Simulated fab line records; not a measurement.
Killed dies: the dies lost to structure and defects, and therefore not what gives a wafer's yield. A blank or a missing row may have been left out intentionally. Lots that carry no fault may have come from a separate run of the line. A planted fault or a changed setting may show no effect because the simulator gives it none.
Check of tool commonality / flow n5 finfet / Lots sampled 10, wafers sampled 30

== REASON FOR OPENING ==
N5_BEOL_M5_THK_MEAS_01, reading M5_ILD_THK: flagged on 2 of 10 lots. Wafers without a fault read 120.8 nm, standard deviation 1.5.
Rule: flag the lot when none of its wafers has a number, or when each of its wafers that has one lies beyond 4 standard deviations from that mean. As for the other lots, they are considered sound.

lot=L438; measured=day 8 23:34; on=film metro-01; M5_ILD_THK (nm), wafer by wafer=123.0 123.7 121.8; flag=
lot=L440; measured=day 9 08:34; on=film metro-02; M5_ILD_THK (nm), wafer by wafer=121.7 121.2 120.0; flag=
lot=L441; measured=day 10 12:11; on=film metro-02; M5_ILD_THK (nm), wafer by wafer=119.3 121.0 120.6; flag=
lot=L445; measured=day 11 08:08; on=film metro-02; M5_ILD_THK (nm), wafer by wafer=119.8 119.3 123.2; flag=
lot=L448; measured=day 13 01:42; on=film metro-01; M5_ILD_THK (nm), wafer by wafer=120.1 121.4 122.5; flag=
lot=L451; measured=day 13 17:44; on=film metro-01; M5_ILD_THK (nm), wafer by wafer=120.4 120.2 121.3; flag=
lot=L453; measured=day 13 19:47; on=film metro-02; M5_ILD_THK (nm), wafer by wafer=119.6 119.9 122.6; flag=
lot=L454; measured=day 13 22:21; on=film metro-02; M5_ILD_THK (nm), wafer by wafer=120.1 119.7 119.7; flag=
lot=L456; measured=day 14 03:41; on=film metro-01; M5_ILD_THK (nm), wafer by wafer=40.1 40.5 40.4; flag=FLAGGED
lot=L457; measured=day 14 21:26; on=film metro-02; M5_ILD_THK (nm), wafer by wafer=43.2 41.8 40.4; flag=FLAGGED
Average over the flagged lots: 41.1 nm; offset from the usual -79.7 nm, equal to -53 standard deviations.

== TOOL THAT RAN EACH LOT ==
The record holds 3 process steps before the reading, out of a route of 1938 steps. In each cell: the tool, then ch and the chambers that the sampled wafers went through, then the start.
lot=L438; flag=; N5_BEOL_M4_SPUTTER_92=pvd sputter-03, day 8 19:01; N5_BEOL_M4_SPUTTER_96=pvd sputter-03, day 8 19:28; N5_BEOL_M5_ILD_DEP_00=pecvd-03 ch 1,2, day 8 22:59
lot=L440; flag=; N5_BEOL_M4_SPUTTER_92=pvd sputter-02, day 9 04:49; N5_BEOL_M4_SPUTTER_96=pvd sputter-02, day 9 05:16; N5_BEOL_M5_ILD_DEP_00=pecvd-03 ch 0,1,2, day 9 07:31
lot=L441; flag=; N5_BEOL_M4_SPUTTER_92=pvd sputter-03, day 10 09:06; N5_BEOL_M4_SPUTTER_96=pvd sputter-03, day 10 09:32; N5_BEOL_M5_ILD_DEP_00=pecvd-01 ch 0,2, day 10 11:37
lot=L445; flag=; N5_BEOL_M4_SPUTTER_92=pvd sputter-01, day 11 04:25; N5_BEOL_M4_SPUTTER_96=pvd sputter-01, day 11 04:51; N5_BEOL_M5_ILD_DEP_00=pecvd-03 ch 0,2, day 11 06:56
lot=L448; flag=; N5_BEOL_M4_SPUTTER_92=pvd sputter-02, day 12 22:37; N5_BEOL_M4_SPUTTER_96=pvd sputter-02, day 12 23:04; N5_BEOL_M5_ILD_DEP_00=pecvd-01 ch 1,2, day 13 01:07
lot=L451; flag=; N5_BEOL_M4_SPUTTER_92=pvd sputter-02, day 13 14:40; N5_BEOL_M4_SPUTTER_96=pvd sputter-02, day 13 15:06; N5_BEOL_M5_ILD_DEP_00=pecvd-03 ch 0,1,2, day 13 17:10
lot=L453; flag=; N5_BEOL_M4_SPUTTER_92=pvd sputter-01, day 13 16:04; N5_BEOL_M4_SPUTTER_96=pvd sputter-01, day 13 16:31; N5_BEOL_M5_ILD_DEP_00=pecvd-01 ch 1,2, day 13 18:34
lot=L454; flag=; N5_BEOL_M4_SPUTTER_92=pvd sputter-03, day 13 18:47; N5_BEOL_M4_SPUTTER_96=pvd sputter-03, day 13 19:13; N5_BEOL_M5_ILD_DEP_00=pecvd-03 ch 0,1,2, day 13 21:18
lot=L456; flag=FLAGGED; N5_BEOL_M4_SPUTTER_92=pvd sputter-01, day 14 00:07; N5_BEOL_M4_SPUTTER_96=pvd sputter-01, day 14 00:34; N5_BEOL_M5_ILD_DEP_00=pecvd-01 ch 0,1,2, day 14 02:38
lot=L457; flag=FLAGGED; N5_BEOL_M4_SPUTTER_92=pvd sputter-01, day 14 17:27; N5_BEOL_M4_SPUTTER_96=pvd sputter-01, day 14 17:53; N5_BEOL_M5_ILD_DEP_00=pecvd-01 ch 0,1,2, day 14 20:52
What the steps here do:
- N5_BEOL_M4_SPUTTER_92: material Cu, target thk 4.5 nm, time 8.29 s.
- N5_BEOL_M4_SPUTTER_96: material Cu, target thk 4.5 nm, time 8.29 s.
- N5_BEOL_M5_ILD_DEP_00: deposits SiCOH lowk from DEMS/porogen, target thk 140.64 nm, time 25.9 s.
- N5_BEOL_M5_THK_MEAS_01

== FLAGGED OVER TOTAL, TOOL BY TOOL (the gauges that took the reading come last) ==
step=N5_BEOL_M4_SPUTTER_92; tool=pvd sputter-01; lots run=4; flagged=2; share of the flagged lots=all; sound lots run after its first flagged lot=0
step=N5_BEOL_M4_SPUTTER_92; tool=pvd sputter-02; lots run=3; flagged=0; share of the flagged lots=none; sound lots run after its first flagged lot=-
step=N5_BEOL_M4_SPUTTER_92; tool=pvd sputter-03; lots run=3; flagged=0; share of the flagged lots=none; sound lots run after its first flagged lot=-
step=N5_BEOL_M4_SPUTTER_96; tool=pvd sputter-01; lots run=4; flagged=2; share of the flagged lots=all; sound lots run after its first flagged lot=0
step=N5_BEOL_M4_SPUTTER_96; tool=pvd sputter-02; lots run=3; flagged=0; share of the flagged lots=none; sound lots run after its first flagged lot=-
step=N5_BEOL_M4_SPUTTER_96; tool=pvd sputter-03; lots run=3; flagged=0; share of the flagged lots=none; sound lots run after its first flagged lot=-
step=N5_BEOL_M5_ILD_DEP_00; tool=pecvd-01; lots run=5; flagged=2; share of the flagged lots=all; sound lots run after its first flagged lot=0
step=N5_BEOL_M5_ILD_DEP_00; tool=pecvd-03; lots run=5; flagged=0; share of the flagged lots=none; sound lots run after its first flagged lot=-
step=N5_BEOL_M5_THK_MEAS_01; tool=film metro-01; lots run=4; flagged=1; share of the flagged lots=some; sound lots run after its first flagged lot=0
step=N5_BEOL_M5_THK_MEAS_01; tool=film metro-02; lots run=6; flagged=1; share of the flagged lots=some; sound lots run after its first flagged lot=0

== WHAT IS ALLOWED BY THE TABLE ==
In the table, 3 rows ran each flagged lot (pvd sputter-01 at N5_BEOL_M4_SPUTTER_92; pvd sputter-01 at N5_BEOL_M4_SPUTTER_96; pecvd-01 at N5_BEOL_M5_ILD_DEP_00).
- pvd sputter-01 at N5_BEOL_M4_SPUTTER_92: 2 of its 4 lots flagged. Its last sound lot is L453 (day 13 16:04), its first flagged lot L456 (day 14 00:07): a fault that began between those two fits.
- pvd sputter-01 at N5_BEOL_M4_SPUTTER_96: 2 of its 4 lots flagged. Its last sound lot is L453 (day 13 16:31), its first flagged lot L456 (day 14 00:34): a fault that began between those two fits.
- pecvd-01 at N5_BEOL_M5_ILD_DEP_00: 2 of its 5 lots flagged. Its last sound lot is L453 (day 13 18:34), its first flagged lot L456 (day 14 02:38): a fault that began between those two fits.
Because each of these 2 tools fits a fault that began at some hour, counting lots does not separate them. More lots, or a look at what each step does to the wafer, might.

== WHAT THE SIMULATOR HAD PUT IN ==
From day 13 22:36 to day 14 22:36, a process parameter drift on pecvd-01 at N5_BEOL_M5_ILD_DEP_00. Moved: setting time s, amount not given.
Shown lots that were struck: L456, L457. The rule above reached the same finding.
